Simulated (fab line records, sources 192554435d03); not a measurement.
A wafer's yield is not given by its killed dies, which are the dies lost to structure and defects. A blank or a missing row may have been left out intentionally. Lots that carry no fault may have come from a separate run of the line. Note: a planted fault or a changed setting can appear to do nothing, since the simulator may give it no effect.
Struck lot and sound lot, side by side ; flow n5Finfet ; 15 steps out of a route of 1938
Sound: the wafers L186.1, L186.2, L186.5. Struck: wafers L192.1, L192.2, L192.6. At the end, the cause is stated.
At each step with rows: each side's tool, then ch and its chambers, then its first start. Under that, the readings that differ: sound wafers ; struck wafers ; difference of the means ; sigmas: that difference in standard deviations of wafers without a fault.
alike: same words and numbers on both sides, and readings whose means sit less than 2 such deviations apart. not compared: any withheld reading, any reading some wafer has no value for, any bound like >300 that may hide the same value, and any number with overlapping values for which the record gives no deviation.
The two part at a step that has a row with sigmas, a row that says differs or no value, or rows on one side only. Numbers that have no deviation but don't overlap get no sigmas and don't part them. Lack of a reading on every wafer of one side parts them only where that side has two or more wafers.

first, 1 step without rows for these wafers: N5_MOL_CONTACT_COAG_SRD_139 (time 30 s).
N5_MOL_CONTACT_COAG_CD_MEAS_101 targets a cd of 16 nm.
  sound on cdSem-01 at day 6 11:52; struck on cdSem-02 at day 8 00:39
  alike: cdNm
following that, these wafers have no rows for 1 step: N5_MOL_CONTACT_COAG_PRE_CLEAN_121.
N5_MOL_CONTACT_COAG_CVD_140: deposits W, target thk 66.5 nm, time 215 s.
  sound on cvdW-02 ch 0,1, day 6 12:01; struck on cvdW-02 ch 0,1, day 8 00:47
  alike: heaterPowerW
then, 2 steps without rows for these wafers: N5_MOL_CONTACT_COAG_PRECLEAN_127 (cleans in DIW, time 57.5 s); N5_MOL_CONTACT_COAG_SRD_128 (dry time 32 s).
N5_MOL_CONTACT_COAG_CMP_52: polishes, stops on SiO2, t overpolish 1.5 s, target thk 66.5 nm.
  sound on cmp-04 ch 1,2, day 6 12:20; struck on cmp-02 ch 1,2,3, day 8 01:08
  alike: motorCurrentA, overpolishRunS, timeToEndpointS
N5_MOL_CONTACT_COAG_THK_MEAS_53:
  sound on filmMetro-02 at day 6 12:38; struck on filmMetro-02 at day 8 01:25
  alike: VIA_MOL_THK
N5_MOL_CONTACT_COAG_ANNEAL_112: time 1800 s.
  sound on hpAnneal-01 ch 0, day 6 12:40; struck on hpAnneal-01 ch 0, day 8 03:34
reading;sound;struck;difference;sigmas
spikeTcTopC (C);429.5 431.0 429.3;427.7 427.2 427.4;-2.5;-2
  alike: wafer_temp_C_max, zonePowerLowerPct, zonePowerUpperPct
N5_MOL_CONTACT_COAG_INSPECT_97: inspects for defects (darkfield).
  sound on defectInspect-02 at day 6 15:41; struck on defectInspect-02 at day 8 06:35
  alike: rawDefectCount
N5_BEOL_M0_SAQP_PECVD_00: deposits SiCN from 3MS/NH3, target thk 8 nm, time 14 s.
  sound on pecvd-01 ch 0,1,2, day 6 16:01; struck on pecvd-04 ch 0,1,2, day 8 06:55
  alike: showerheadPlenumPTorr, throttleValvePct
N5_BEOL_M0_SAQP_ILD_DEP_01: deposits SiOC from DEMS/O2, target thk 45.419 nm, time 8.7 s.
  sound on pecvd-01 ch 0,1,2, day 6 16:03; struck on pecvd-04 ch 0,1,2, day 8 06:56
  no value came back on the struck wafers for any of 5 readings (chamberPressureTorr (Torr), heaterPowerOuterW (W) and others); on the sound wafers chamberPressureTorr (Torr) reads 4.993 5.007 5.001
N5_BEOL_M0_SAQP_HM_DEP_02: deposits TiN, target thk 12 nm.
  sound on pvdSputter-01 at day 6 16:37; struck on pvdSputter-02 at day 8 07:38
reading;sound;struck;difference;sigmas
throttleValvePct (%);31.1 31.3 31.2;28.5 29.2 28.7;-2.4;-2
  alike: chamberPressurePa, substrateTempC
N5_BEOL_M4_RC_MEAS_101:
  the record has rows for the sound wafers here (prober-02 ch 0, day 9 12:49) and none for the struck ones
-- the record jumps here: 7 days lie between the struck wafers' starts before and after (it left off in module BEOL_M4 and takes up again in module PASSIVATION, whose first step shown is number 1936 of the route) --
N5_PASSIVATION_PROBE_49:
  sound on prober-02 at day 14 07:39; struck on prober-01 at day 15 07:45
reading;sound;struck;difference;sigmas
defectLimitedYield (%);91.4 91.9 92.6;0 0 0;-92;-57
killed_at_M0_to_M3;50 52 25;1100 1126 1108;+1069;+97
killedDies;102 95 87;1180 1180 1180;+1085;+57
killedOnRim;14 5 14;152 152 152;+141;+35
sort_bin_5_function (%);5.4 5.3 3.4;95.8 94.9 96.2;+90.9;+91
sortNPass;1078 1085 1093;0 0 0;-1085;-57
sortYieldPct (%);91.4 91.9 92.6;0 0 0;-92;-57
  alike: killed_at_M4_up, killedAtContacts, killedAtFrontEnd, killedAtOther, killedOpen, killedShort, sort_bin_6_memory

## WHERE THEY PART
Last at N5_PASSIVATION_PROBE_49 as far as this record goes, first at N5_MOL_CONTACT_COAG_ANNEAL_112.

WHY: what the simulator had put in
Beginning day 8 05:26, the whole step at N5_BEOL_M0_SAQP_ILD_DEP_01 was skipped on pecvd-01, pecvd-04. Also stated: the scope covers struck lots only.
